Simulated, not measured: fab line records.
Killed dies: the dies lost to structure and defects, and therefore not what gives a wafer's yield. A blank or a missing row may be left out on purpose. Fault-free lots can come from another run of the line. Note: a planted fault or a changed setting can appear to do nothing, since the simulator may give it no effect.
fab line records | flow nand_harc
record lots=11 | wafers=33 | last_day=33
route steps=1302 shown A_CHANNEL_HOLE_D1@469 A_CHANNEL_FILL_D1@495
lots untouched by any fault: they come from a run of this same line in which no faults occurred
start_h: hours from the record's first day to the start of the lot's first wafer shown | wait_h: how many hours have passed since the lot's step before this one | " as in the row above | L1.1+2: several wafers, shown together as one row | - value missing, or start not given | * or withheld: withheld | < > ~ a bound
route shown NAME@n: a module of which the file shows steps, and the number in the route of the first | usual: mean/standard deviation of fault-free wafers | same: alike in all rows | chamber/n: place in a boat | sites: the reading at each site | _std_site: the standard deviation of these | _edge_site: the outer-site mean with the inner-site mean subtracted | radius_mm: how far each site lies from the wafer's centre | mask NAME#n: copy n | behind: tool/chamber where the wafer was last shaped | hold: why the lot went on hold/how many hours it stayed there/how the hold came to an end | device: names the non-switching transistor (n, p or np) | end of line: the route-end tests of the same wafers | a step without rows: its recipe alone | killed: count of dies lost to structure and defects at first sort (not the wafer's yield) | map: shows each die of a wafer: x if killed, . if not, _ if none is there
set.NAME: the run value of the setting; set.NAME@STEP: its run value at that earlier step | model.NAME: the simulator's own value behind a step, which no gauge read
a sample of lots followed through the steps of the route, with each step as a table and each wafer as a row
services: the hour from which a tool's chamber was out of use, counted from the record's first day as start_h (under 0 if before that day), plus the number of hours and why
## steps
# step NHARC_A_CHANNEL_HOLE_D1_ETCH_16
# recipe target_depth_a=31000 | over_etch_frac=0.3 | time_s=806 | ion_energy_ev=150 | o2_flow_sccm=400 | cos_flow_sccm=20 | ar_flow_sccm=0 | rf_w=500 | bias_w=300 | chemistry=O2/COS
# usual drypump_motor_current_A=5.6/0.56 | o2_flow_sccm=400.1/1.2 | oes_product_au=1.003/0.011 | rf_fwd_power_W=499.7/1.4 | rf_vpp_V=313.5/1.6 | showerhead_plenum_p_Torr=3.08/0.093 | throttle_valve_pct=28.331/0.0092
lot.wafer | tool        | chamber | start_h | wait_h | drypump_motor_current_A | o2_flow_sccm | oes_product_au | rf_fwd_power_W | rf_hours_counter_h | rf_vpp_V | showerhead_plenum_p_Torr | throttle_valve_pct
L327.3    | rie_diel-11 | 2       | -       | -      | 4.8                     | 399.0        | 1.015          | 498.5          | 8                  | 315.5    | 3.15                     | 28.349
L327.1    | "           | 1       | "       | "      | 5.5                     | 402.5        | 1.012          | 499.9          | 11                 | 310.4    | 2.93                     | 28.309
L327.5    | "           | 3       | "       | "      | 6.4                     | 399.7        | 0.984          | 498.5          | -                  | 313.1    | 3.06                     | 28.336
L328.1    | rie_diel-11 | 0       | -       | -      | 5.4                     | 400.0        | 1.007          | 499.6          | 12                 | 315.7    | 3.20                     | 28.340
L328.4    | "           | 1       | "       | "      | 5.5                     | 401.0        | 0.991          | 501.4          | 12                 | 311.3    | 2.93                     | 28.332
L328.5    | "           | 0       | "       | "      | 5.3                     | 400.4        | 1.012          | 500.9          | -                  | 315.4    | 3.20                     | 28.326
L332.3    | rie_diel-11 | 0       | -       | -      | 5.4                     | 401.4        | 1.026          | 499.3          | 15                 | 315.5    | 3.19                     | 28.339
L332.5    | "           | 3       | "       | "      | 6.4                     | 400.2        | 0.990          | 499.0          | -                  | 312.2    | 3.05                     | 28.342
L332.6    | "           | 0       | "       | "      | 5.4                     | 397.9        | 1.007          | 497.3          | -                  | 314.9    | 3.19                     | 28.330
L334.2    | rie_diel-11 | 2       | -       | -      | 4.8                     | 399.4        | 1.022          | 500.3          | 14                 | 312.6    | 3.14                     | 28.327
L334.4    | "           | 3       | "       | "      | 6.4                     | 401.2        | 1.003          | 500.8          | 15                 | 312.5    | 3.05                     | 28.322
L334.5    | "           | 0       | "       | "      | 5.4                     | 402.0        | 1.015          | 499.6          | -                  | 315.2    | 3.19                     | 28.319
L336.2    | rie_diel-11 | 0       | -       | -      | 5.4                     | 398.7        | 1.017          | 500.8          | 1                  | 314.6    | 3.19                     | 28.336
L336.1    | "           | 2       | "       | "      | 4.8                     | 399.7        | 0.996          | 500.8          | 1                  | 314.6    | 3.14                     | 28.320
L336.5    | "           | 0       | "       | "      | 5.4                     | 399.6        | 1.018          | 499.6          | -                  | 315.0    | 3.19                     | 28.335
L340.3    | rie_diel-01 | 0       | -       | -      | 6.0                     | 399.8        | 0.995          | 500.1          | 31                 | 312.7    | 3.11                     | 28.355
L340.2    | "           | 3       | "       | "      | 5.3                     | 400.5        | 1.001          | 499.2          | 37                 | 311.4    | 3.02                     | 28.339
L340.5    | "           | 1       | "       | "      | 6.3                     | 398.5        | 1.000          | 500.5          | -                  | 313.0    | 3.00                     | 28.314
L343.4    | rie_diel-01 | 3       | -       | -      | 5.3                     | 399.3        | 1.012          | 497.9          | 44                 | 313.7    | 3.01                     | 28.337
L343.5    | "           | 2       | "       | "      | 6.1                     | 400.7        | 0.987          | 497.4          | -                  | 315.7    | 3.20                     | 28.331
L343.6    | "           | 3       | "       | "      | 5.3                     | 400.4        | 1.017          | 499.8          | -                  | 313.1    | 3.01                     | 28.326
L344.4    | rie_diel-11 | 1       | -       | -      | 5.5                     | 401.2        | 1.014          | 499.0          | 6                  | 311.4    | 2.93                     | 28.342
L344.2    | "           | 0       | "       | "      | 5.4                     | 398.4        | 1.025          | 499.7          | 6                  | 315.8    | 3.19                     | 28.340
L344.5    | "           | 1       | "       | "      | 5.5                     | 400.4        | 1.006          | 501.3          | -                  | 310.3    | 2.93                     | 28.327
L345.2    | rie_diel-11 | 2       | -       | -      | 4.8                     | 400.2        | 0.997          | 497.8          | 9                  | 314.6    | 3.14                     | 28.344
L345.3    | "           | 3       | "       | "      | 6.4                     | 399.2        | 0.986          | 500.7          | 8                  | 313.7    | 3.05                     | 28.335
L345.1    | "           | 1       | "       | "      | 5.5                     | 401.3        | 1.002          | 502.9          | 8                  | 311.4    | 2.93                     | 28.321
L346.4    | rie_diel-11 | 3       | -       | -      | 6.4                     | 398.6        | 1.002          | 500.2          | 10                 | 313.1    | 3.05                     | 28.337
L346.3    | "           | 0       | "       | "      | 5.4                     | 401.0        | 1.010          | 497.4          | 8                  | 314.7    | 3.19                     | 28.330
L346.6    | "           | 2       | "       | "      | 4.8                     | 399.1        | 0.999          | 501.5          | -                  | 313.7    | 3.14                     | 28.326
L348.2    | rie_diel-01 | 3       | -       | -      | 5.3                     | 400.5        | 1.018          | 499.3          | 1                  | 313.4    | 3.00                     | 28.334
L348.4    | "           | 1       | "       | "      | 6.3                     | 399.9        | 0.996          | 498.1          | 1                  | 313.3    | 2.99                     | 28.344
L348.5    | "           | 2       | "       | "      | 6.0                     | 399.0        | 0.987          | 501.7          | -                  | 315.6    | 3.19                     | 28.331
# step NHARC_A_CHANNEL_HOLE_D1_ETCH_21
# recipe bias_v=3000 | source_w=withheld | pressure_mtorr=20 | time_s=514.3 | ar_flow_sccm=375 | c4f8_flow_sccm=89.3 | o2_flow_sccm=35.7 | temp_c=-20 | target_depth_a=16000 | chemistry=C4F8/O2/Ar
# usual drypump_motor_current_A=5.7/0.51 | o2_flow_sccm=35.72/0.091 | showerhead_plenum_p_Torr=3.65/0.11 | temp_c=-19.99/0.1 | throttle_valve_pct=32.154/0.0094
lot.wafer | tool        | chamber | start_h | wait_h | drypump_motor_current_A | o2_flow_sccm | rf_hours_counter_h | showerhead_plenum_p_Torr | temp_c | throttle_valve_pct
L327.1    | har_etch-02 | 0       | 177.05  | 0.3    | 5.7                     | 35.61        | 294                | 3.77                     | -19.98 | 32.167
L327.3    | "           | 0       | "       | "      | 5.8                     | 35.54        | -                  | 3.77                     | -19.81 | 32.163
L327.5    | "           | 0       | "       | "      | 5.7                     | 35.61        | -                  | 3.77                     | -19.85 | 32.150
L328.1    | har_etch-02 | 0       | 187.50  | 0.3    | 5.8                     | 35.66        | 298                | 3.77                     | -19.87 | 32.154
L328.4    | "           | 0       | "       | "      | 5.8                     | 35.72        | -                  | 3.77                     | -19.90 | 32.161
L328.5    | "           | 1       | "       | "      | 5.1                     | 35.61        | -                  | 3.77                     | -20.03 | 32.166
L332.3    | har_etch-01 | 0       | 225.45  | 0.3    | 6.4                     | 35.95        | -                  | 3.72                     | -20.02 | 32.157
L332.5    | "           | 1       | "       | "      | 5.3                     | 35.71        | -                  | 3.52                     | -20.02 | 32.143
L332.6    | "           | 0       | "       | "      | 6.4                     | 35.56        | -                  | 3.72                     | -19.88 | 32.160
L334.2    | har_etch-01 | 0       | 256.21  | 0.3    | 6.4                     | 35.75        | 126                | 3.71                     | -19.97 | 32.151
L334.4    | "           | 1       | "       | "      | 5.3                     | 35.78        | -                  | 3.51                     | -20.07 | 32.174
L334.5    | "           | 0       | "       | "      | 6.5                     | 35.71        | -                  | 3.71                     | -20.01 | 32.149
L336.2    | har_etch-01 | 1       | 284.06  | 0.3    | 5.3                     | 35.71        | 142                | 3.50                     | -19.95 | 32.150
L336.1    | "           | 0       | "       | "      | 6.3                     | 35.77        | 142                | 3.71                     | -19.91 | 32.152
L336.5    | "           | 1       | "       | "      | 5.3                     | 35.59        | -                  | 3.50                     | -19.92 | 32.154
L340.2    | har_etch-02 | 0       | 325.78  | 0.3    | 5.8                     | 35.60        | 382                | 3.72                     | -19.92 | 32.166
L340.3    | "           | 1       | "       | "      | 5.1                     | 35.70        | -                  | 3.73                     | -20.05 | 32.152
L340.5    | "           | 0       | "       | "      | 5.7                     | 35.71        | -                  | 3.72                     | -20.02 | 32.155
L343.4    | har_etch-01 | 1       | 347.06  | 0.3    | 5.3                     | 35.68        | -                  | 3.48                     | -19.83 | 32.164
L343.5    | "           | 1       | "       | "      | 5.3                     | 35.74        | -                  | 3.48                     | -19.86 | 32.183
L343.6    | "           | 0       | "       | "      | 6.4                     | 35.79        | -                  | 3.68                     | -19.83 | 32.128
L344.2    | har_etch-02 | 0       | 350.01  | 0.3    | 5.8                     | 35.80        | 397                | 3.71                     | -20.04 | 32.155
L344.4    | "           | 1       | "       | "      | 5.1                     | 35.81        | -                  | 3.72                     | -20.09 | 32.152
L344.5    | "           | 1       | "       | "      | 5.1                     | 35.71        | -                  | 3.72                     | -20.12 | 32.154
L345.2    | har_etch-01 | 1       | 360.18  | 0.3    | 5.3                     | 35.69        | 188                | 3.48                     | -20.11 | 32.161
L345.1    | "           | 0       | "       | "      | 6.4                     | 35.79        | 188                | 3.68                     | -19.82 | 32.164
L345.3    | "           | 0       | "       | "      | 6.4                     | 35.87        | -                  | 3.68                     | -19.97 | 32.147
L346.4    | har_etch-02 | 0       | 371.10  | 0.3    | 5.8                     | 35.66        | -                  | 3.71                     | -19.89 | 32.152
L346.3    | "           | 1       | "       | "      | 5.1                     | 35.76        | -                  | 3.71                     | -19.94 | 32.159
L346.6    | "           | 1       | "       | "      | 5.1                     | 35.51        | -                  | 3.71                     | -20.10 | 32.157
L348.2    | har_etch-01 | 1       | 395.59  | 0.3    | 5.3                     | 35.65        | 214                | 3.47                     | -19.98 | 32.151
L348.4    | "           | 0       | "       | "      | 6.4                     | 35.79        | -                  | 3.67                     | -20.03 | 32.149
L348.5    | "           | 1       | "       | "      | 5.3                     | 35.66        | -                  | 3.47                     | -19.95 | 32.135
# step NHARC_A_CHANNEL_HOLE_D1_ETCH_22
# recipe bias_v=3000 | source_w=withheld | pressure_mtorr=20 | time_s=666.7 | ar_flow_sccm=375 | c4f8_flow_sccm=89.3 | o2_flow_sccm=35.7 | temp_c=-20 | target_depth_a=16000 | chemistry=C4F8/O2/Ar
# usual drypump_motor_current_A=5.7/0.51 | o2_flow_sccm=35.68/0.1 | showerhead_plenum_p_Torr=3.65/0.11 | temp_c=-20.00/0.11 | throttle_valve_pct=32.156/0.009
lot.wafer | tool        | chamber | start_h | wait_h | drypump_motor_current_A | o2_flow_sccm | rf_hours_counter_h | showerhead_plenum_p_Torr | temp_c | throttle_valve_pct
L327.1    | har_etch-02 | 0       | 177.52  | 0.4    | 5.8                     | 35.73        | 295                | 3.77                     | -19.91 | 32.141
L327.3    | "           | 0       | "       | "      | 5.7                     | 35.77        | -                  | 3.77                     | -20.01 | 32.155
L327.5    | "           | 0       | "       | "      | 5.7                     | 35.69        | -                  | 3.77                     | -19.96 | 32.162
L328.1    | har_etch-02 | 0       | 187.95  | 0.4    | 5.8                     | 35.63        | 298                | 3.76                     | -20.02 | 32.154
L328.4    | "           | 0       | "       | "      | 5.8                     | 35.45        | -                  | 3.77                     | -20.00 | 32.144
L328.5    | "           | 1       | "       | "      | 5.1                     | 35.58        | -                  | 3.77                     | -20.01 | 32.148
L332.3    | har_etch-01 | 0       | 225.94  | 0.4    | 6.4                     | 35.53        | -                  | 3.72                     | -19.82 | 32.155
L332.5    | "           | 1       | "       | "      | 5.3                     | 35.44        | -                  | 3.52                     | -19.90 | 32.174
L332.6    | "           | 0       | "       | "      | 6.4                     | 35.67        | -                  | 3.72                     | -19.94 | 32.149
L334.2    | har_etch-01 | 0       | 256.67  | 0.4    | 6.5                     | 35.62        | 127                | 3.71                     | -20.12 | 32.165
L334.4    | "           | 1       | "       | "      | 5.3                     | 35.68        | -                  | 3.51                     | -20.19 | 32.160
L334.5    | "           | 0       | "       | "      | 6.4                     | 35.69        | -                  | 3.71                     | -19.96 | 32.161
L336.2    | har_etch-01 | 1       | 284.49  | 0.4    | 5.3                     | 35.60        | 142                | 3.50                     | -20.06 | 32.149
L336.1    | "           | 0       | "       | "      | 6.4                     | 35.78        | 142                | 3.70                     | -19.88 | 32.169
L336.5    | "           | 1       | "       | "      | 5.3                     | 35.67        | -                  | 3.50                     | -20.08 | 32.154
L340.2    | har_etch-02 | 0       | 326.22  | 0.4    | 5.8                     | 35.55        | 382                | 3.72                     | -20.13 | 32.165
L340.3    | "           | 1       | "       | "      | 5.1                     | 35.76        | -                  | 3.73                     | -20.01 | 32.148
L340.5    | "           | 0       | "       | "      | 5.7                     | 35.46        | -                  | 3.72                     | -20.17 | 32.153
L343.4    | har_etch-01 | 1       | 347.54  | 0.4    | 5.3                     | 35.69        | -                  | 3.48                     | -19.81 | 32.169
L343.5    | "           | 1       | "       | "      | 5.3                     | 35.55        | -                  | 3.48                     | -19.85 | 32.172
L343.6    | "           | 0       | "       | "      | 6.5                     | 35.57        | -                  | 3.68                     | -19.84 | 32.174
L344.2    | har_etch-02 | 0       | 350.47  | 0.4    | 5.8                     | 35.76        | 398                | 3.71                     | -20.02 | 32.142
L344.4    | "           | 1       | "       | "      | 5.2                     | 35.76        | -                  | 3.72                     | -20.06 | 32.156
L344.5    | "           | 1       | "       | "      | 5.1                     | 35.72        | -                  | 3.72                     | -19.95 | 32.156
L345.2    | har_etch-01 | 1       | 360.62  | 0.4    | 5.3                     | 35.76        | 188                | 3.48                     | -19.97 | 32.151
L345.1    | "           | 0       | "       | "      | 6.4                     | 35.57        | 188                | 3.68                     | -19.96 | 32.160
L345.3    | "           | 0       | "       | "      | 6.4                     | 35.69        | -                  | 3.68                     | -19.94 | 32.155
L346.4    | har_etch-02 | 0       | 371.58  | 0.4    | 5.8                     | 35.76        | -                  | 3.71                     | -19.86 | 32.156
L346.3    | "           | 1       | "       | "      | 5.1                     | 35.71        | -                  | 3.71                     | -20.05 | 32.163
L346.6    | "           | 1       | "       | "      | 5.1                     | 35.66        | -                  | 3.71                     | -19.84 | 32.147
L348.2    | har_etch-01 | 1       | 396.04  | 0.4    | 5.3                     | 35.74        | 215                | 3.47                     | -19.86 | 32.156
L348.4    | "           | 0       | "       | "      | 6.4                     | 35.80        | -                  | 3.67                     | -19.86 | 32.143
L348.5    | "           | 1       | "       | "      | 5.3                     | 35.65        | -                  | 3.47                     | -19.99 | 32.161
# step NHARC_A_CHANNEL_FILL_D1_ALD_15
# recipe target_thk_a=20 | pulse_time_s=60 | ald_cycles=19 | temp_c=630 | pressure_torr=2 | material=SiNx
# usual ald_cycles=19/0 | precursor_pulse_height_rel=1.000/0.02
lot.wafer | tool             | chamber | start_h | wait_h | ald_cycles | precursor_pulse_height_rel
L327.1    | ald_sin_batch-02 | 0       | 195.00  | -      | 19         | 1.010
L327.3    | "                | 0       | "       | "      | 19         | 0.997
L327.5    | "                | 0       | "       | "      | 19         | 1.010
L328.1    | ald_sin_batch-01 | 0       | 203.16  | -      | 19         | 1.048
L328.4    | "                | 0       | "       | "      | 19         | 1.026
L328.5    | "                | 0       | "       | "      | 19         | 0.982
L332.3    | ald_sin_batch-02 | 0       | 240.94  | -      | 19         | 1.015
L332.5    | "                | 0       | "       | "      | 19         | 1.021
L332.6    | "                | 0       | "       | "      | 19         | 0.968
L334.2    | ald_sin_batch-03 | 0       | 272.82  | -      | 19         | 0.991
L334.4    | "                | 0       | "       | "      | 19         | 1.011
L334.5    | "                | 0       | "       | "      | 19         | 0.993
L336.1    | ald_sin_batch-02 | 0       | 299.76  | -      | 19         | 0.961
L336.2    | "                | 0       | "       | "      | 19         | 0.993
L336.5    | "                | 0       | "       | "      | 19         | 1.008
L340.2    | ald_sin_batch-02 | 0       | 341.39  | -      | 19         | 1.028
L340.3    | "                | 0       | "       | "      | 19         | 0.983
L340.5    | "                | 0       | "       | "      | 19         | 1.002
L343.4    | ald_sin_batch-02 | 0       | 362.98  | -      | 24         | 1.027
L343.5    | "                | 0       | "       | "      | 24         | 1.005
L343.6    | "                | 0       | "       | "      | 24         | 1.001
L344.2    | ald_sin_batch-02 | 0       | 362.98  | -      | 24         | 1.009
L344.4    | "                | 0       | "       | "      | 24         | 1.006
L344.5    | "                | 0       | "       | "      | 24         | 0.986
L345.1    | ald_sin_batch-01 | 0       | 376.06  | -      | 19         | 0.945
L345.2    | "                | 0       | "       | "      | 19         | 0.990
L345.3    | "                | 0       | "       | "      | 19         | 1.004
L346.3    | ald_sin_batch-01 | 0       | 387.23  | 3.2    | 19         | 0.999
L346.4    | "                | 0       | "       | "      | 19         | 1.023
L346.6    | "                | 0       | "       | "      | 19         | 0.999
L348.2    | ald_sin_batch-01 | 0       | 411.78  | -      | 19         | 0.989
L348.4    | "                | 0       | "       | "      | 19         | 1.021
L348.5    | "                | 0       | "       | "      | 19         | 0.992
## services
tool             | chamber | start_h | hours | kind
rie_diel-11      | 0       | 161.02  | -     | clean
rie_diel-11      | 1       | 161.02  | -     | clean
rie_diel-11      | 2       | 161.02  | -     | clean
rie_diel-11      | 3       | 161.02  | -     | clean
rie_diel-11      | 0       | 185.53  | -     | clean
rie_diel-11      | 1       | 185.53  | -     | clean
rie_diel-11      | 2       | 185.53  | -     | clean
rie_diel-01      | -       | 203.84  | 9.0   | pm
rie_diel-11      | 2       | 215.92  | 5.0   | repair
har_etch-02      | 1       | 224.52  | -     | consumable_replace:focus_ring
har_etch-02      | 1       | 224.52  | 17.0  | scheduled_down
har_etch-02      | 1       | 224.52  | 17.0  | vent_cycle
rie_diel-11      | -       | 255.50  | 9.0   | pm
ald_sin_batch-02 | -       | 266.00  | 26.0  | pm
rie_diel-01      | 2       | 290.69  | 1.6   | repair
rie_diel-11      | 0       | 329.61  | 7.2   | repair
har_etch-02      | -       | 377.00  | 17.0  | pm
har_etch-02      | 0       | 377.00  | 17.0  | vent_cycle
har_etch-02      | 1       | 377.00  | 17.0  | vent_cycle
rie_diel-01      | -       | 380.84  | 9.0   | pm
rie_diel-11      | -       | 386.13  | 0.5   | repair
har_etch-02      | 0       | 394.00  | -     | clean
har_etch-02      | 0       | 394.00  | -     | consumable_replace:focus_ring
har_etch-02      | 1       | 394.00  | -     | clean
## key
first_sign step=NHARC_A_CHANNEL_FILL_D1_ALD_15 | reading=ald_cycles | direction=up | sigmas=99+ | usual=19 | struck=24
effect none on later readings
met_at NHARC_A_CHANNEL_FILL_D1_ALD_15
struck_lots L343,L344
tester_left_out L343,L344
loop_trim step=NHARC_A_CHANNEL_HOLE_D1_EXPOSE_07 | setting=dose | lots=L343
not_acting_at NHARC_A_CHANNEL_HOLE_D1_ETCH_16,NHARC_A_CHANNEL_HOLE_D1_ETCH_21,NHARC_A_CHANNEL_HOLE_D1_ETCH_22
onset_between 341.39 362.98
fault kind=process_parameter_drift | tool=ald_sin_batch-02 | chamber=- | onset_h=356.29 | steps=NHARC_A_CHANNEL_FILL_D1_ALD_15 | channel=ald_cycles | offset=5 | shape=step | end_h=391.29 | acts_in=these_recipes_only | stated=19
# tester_left_out: of these lots the tester's yield and bins aren't shown, on N5 and GAA mostly nor the transistor test; their killed dies are dies lost to structure and defects alone, not to doping, threshold or leakage, so they don't give the yield
# loop_trim: a control loop set the setting to another value than it would have without faults
